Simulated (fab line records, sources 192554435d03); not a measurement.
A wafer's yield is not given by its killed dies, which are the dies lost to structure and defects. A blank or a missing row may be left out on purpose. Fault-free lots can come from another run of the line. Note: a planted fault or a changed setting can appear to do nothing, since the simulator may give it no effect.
What tool caused it?	flow n5-finfet	11 lots with 33 wafers sampled at 4 steps, on a route of 1938 steps

WHAT THE GAUGES SHOWED, per wafer
N5_BEOL_M10_THK_MEAS_01. Usual: M10_ILD_THK 267 nm, standard deviation 3.8.
lot	measured	on	M10_ILD_THK (nm)	flag
L815	day 10 00:27	film-metro-02	265 262 274	
L817	day 10 15:40	film-metro-02	264 268 268	
L818	day 10 18:31	film-metro-01	267 273 272	
L816	day 11 05:07	film-metro-01	267 270 274	
L819	day 11 11:08	film-metro-02	265 269 271	
L822	day 12 17:02	film-metro-02	264 268 271	
L824	day 12 18:12	film-metro-01	266 273 270	
L825	day 13 16:44	film-metro-02	259 266 268	
L831	day 14 10:07	film-metro-01	266 271 270	
L833	day 15 00:58	film-metro-02	262 266 265	
L838	day 17 05:06	film-metro-01	264 265 265	

EACH LOT AND THE TOOL THAT RAN IT (in order: tool; ch and the chambers of the sampled wafers; start)
lot	N5_BEOL_M9_STRIP_36	N5_BEOL_M9_CVD_78	N5_BEOL_M9_SPUTTER_48
L815	rie-diel-05 ch 2,3, day 9 18:35	cvd-co-02 ch 0,1,2, day 9 20:14	pvd-sputter-01, day 9 20:25
L817	rie-diel-05 ch 0,1, day 10 10:05	cvd-co-01 ch 0,1, day 10 11:40	pvd-sputter-02, day 10 13:16
L818	rie-diel-05 ch 0,1,3, day 10 13:03	cvd-co-02 ch 0,1,2, day 10 14:26	pvd-sputter-01, day 10 16:24
L816	rie-diel-05 ch 0,2, day 10 23:49	cvd-co-02 ch 0,1,2, day 11 02:48	pvd-sputter-03, day 11 03:31
L819	rie-diel-03 ch 1,2,3, day 11 07:18	cvd-co-01 ch 0,1,2, day 11 08:40	pvd-sputter-02, day 11 09:27
L822	rie-diel-03 ch 0,1,2, day 12 11:28	cvd-co-01 ch 1,2, day 12 14:55	pvd-sputter-02, day 12 15:08
L824	rie-diel-04 ch 1,3, day 12 14:38	cvd-co-01 ch 0,2, day 12 16:23	pvd-sputter-02, day 12 16:32
L825	rie-diel-05 ch 1,2, day 13 13:21	cvd-co-02 ch 0,1, day 13 14:50	pvd-sputter-01, day 13 14:57
L831	rie-diel-05 ch 0,1,2, day 14 06:51	cvd-co-02 ch 1,2, day 14 08:21	pvd-sputter-01, day 14 08:31
L833	rie-diel-05 ch 0,2,3, day 14 21:11	cvd-co-02 ch 1,2, day 14 22:44	pvd-sputter-01, day 14 23:16
L838	rie-diel-04 ch 0,1, day 17 01:17	cvd-co-01 ch 0,1, day 17 02:57	pvd-sputter-01, day 17 03:29
- N5_BEOL_M9_STRIP_36: strips in N2/H2.
- N5_BEOL_M9_CVD_78: deposits Co from CCTBA/H2, target thk 2 nm, time 138.9 s.
- N5_BEOL_M9_SPUTTER_48: material Cu, target thk 12 nm, time 2 s.

WHAT THE TOOLS THEMSELVES READ (means of the sampled wafers that have a number; where no wafer has one, the mark that the record gives instead)
N5_BEOL_M9_STRIP_36. Usual: drypump-motor-current-A 5.5 A, standard deviation 0.5; oes-product-au 0.79 a.u., standard deviation 0.084; rf-vpp-V 59.3 V, standard deviation 1.6; showerhead-plenum-p-Torr 2.56 Torr, standard deviation 0.1; throttle-valve-pct 23.63 %, standard deviation 0.3.
lot	tool	drypump-motor-current-A (A)	oes-product-au (a.u.)	rf-vpp-V (V)	showerhead-plenum-p-Torr (Torr)	throttle-valve-pct (%)	flag
L815	rie-diel-05	5.7	0.89	60.2	2.54	23.41	
L817	rie-diel-05	5.7	0.82	60.7	2.68	23.48	
L818	rie-diel-05	5.8	0.83	60.5	2.61	23.44	
L816	rie-diel-05	5.3	0.88	59.3	2.69	23.59	
L819	rie-diel-03	6.2	0.87	58.4	2.53	23.51	
L822	rie-diel-03	5.7	0.79	59.7	2.51	23.63	
L824	rie-diel-04	4.9	0.74	60.6	2.63	24.10	
L825	rie-diel-05	5.4	0.83	58.9	2.67	23.66	
L831	rie-diel-05	5.5	0.82	60.9	2.67	23.61	
L833	rie-diel-05	5.6	0.83	58.4	2.59	23.51	
L838	rie-diel-04	5.1	0.70	58.6	2.58	24.00	

N5_BEOL_M9_CVD_78. Usual: run-length-s reads 161.6 s (standard deviation 0.59).
lot	tool	run-length-s (s)	flag
L815	cvd-co-02	162.0	
L817	cvd-co-01	161.8	
L818	cvd-co-02	161.8	
L816	cvd-co-02	161.6	
L819	cvd-co-01	161.7	
L822	cvd-co-01	161.1	
L824	cvd-co-01	161.5	
L825	cvd-co-02	161.9	
L831	cvd-co-02	131.1	OFF
L833	cvd-co-02	100.2	OFF
L838	cvd-co-01	161.7	

N5_BEOL_M9_SPUTTER_48. Usual: throttle-valve-pct reads 29.6 % (standard deviation 1.2).
lot	tool	throttle-valve-pct (%)	flag
L815	pvd-sputter-01	29.0	
L817	pvd-sputter-02	30.2	
L818	pvd-sputter-01	30.1	
L816	pvd-sputter-03	30.1	
L819	pvd-sputter-02	29.4	
L822	pvd-sputter-02	30.1	
L824	pvd-sputter-02	29.5	
L825	pvd-sputter-01	29.9	
L831	pvd-sputter-01	29.0	
L833	pvd-sputter-01	30.1	
L838	pvd-sputter-01	29.9	

THE ANSWER, worked out from the rows above alone
Rule: lot off if the mean of its wafers having a number is beyond 3 standard deviations from the usual mean. A lot without any number at a reading at which 4 lots or more have one is off too. The other lots that the step has rows for count as sound. Order of review: gauges by route order, followed by the tools' own readings, for which a lot's mean as printed above is used. At the first step where some lot is off, the reading lying furthest off is the one used; lots without a number count as furthest.
Off: L831, L833, at N5_BEOL_M9_CVD_78 (run-length-s).
If a tool, at that step or one of the process steps before it, ran each lot that is off and ran no sound lot following the first of them, it fits. Undecided on this evidence; 2 tools fit (rie-diel-05 at N5_BEOL_M9_STRIP_36, cvd-co-02 at N5_BEOL_M9_CVD_78).

WHAT THE SIMULATOR HAD PUT IN
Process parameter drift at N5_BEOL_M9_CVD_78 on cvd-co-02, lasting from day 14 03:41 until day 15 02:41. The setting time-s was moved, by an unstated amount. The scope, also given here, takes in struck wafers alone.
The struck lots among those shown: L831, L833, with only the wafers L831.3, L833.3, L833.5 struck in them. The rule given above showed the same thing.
